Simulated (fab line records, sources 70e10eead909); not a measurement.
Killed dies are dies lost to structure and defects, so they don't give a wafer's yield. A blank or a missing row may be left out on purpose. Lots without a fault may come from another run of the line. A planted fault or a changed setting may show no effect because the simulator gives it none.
Chamber matching | flow nand_harc | NHARC_P_ZERO_WELL_DESCUM_13 on rie_diel-05: 4 sister chambers
The step chemistry O2, time 3 s. 4 wafers are shown with their chamber, then 7 later ones without.

WAFERS WITH THEIR CHAMBER
wafer  | chamber | drypump_motor_current_A (A)
L081.2 | 1       | 5.3
L083.5 | 0       | 5.5
L084.1 | 2       | 5.2
L084.4 | 3       | 5.2

WAFERS WITHOUT THEIR CHAMBER
wafer  | drypump_motor_current_A (A)
L084.6 | 5.3
L095.1 | 5.1
L095.2 | 5.1
L095.4 | 5.1
L096.3 | 5.5
L096.5 | 5.5
L096.6 | 5.2

WHICH CHAMBER EACH WENT THROUGH
wafer  | from the rows above          | in truth
L084.6 | can't be placed: 1 or 2 or 3 | 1
L095.1 | can't be placed: 2 or 3 or 1 | 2
L095.2 | can't be placed: 2 or 3 or 1 | 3
L095.4 | can't be placed: 2 or 3 or 1 | 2
L096.3 | 0                            | 0
L096.5 | 0                            | 0
L096.6 | can't be placed: 2 or 3 or 1 | 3
Placed correctly: 2 of 7. Can't be placed from these rows: 5 (the true chamber is among the candidates in 5). Placed wrongly: 0.
How it was worked out, from the rows above alone: a wafer's distance from a chamber is the root of the sum, over the readings, of the square of ((its reading less the chamber's mean) divided by the reading's scatter). The wafer belongs to the nearest chamber; if the next one is less than 2 further off, it can't be placed. A chamber's mean is the mean of its shown wafers. The scatter: with one shown wafer a chamber, the root of the mean of the squares of how far each hidden wafer lies from its nearest shown one.
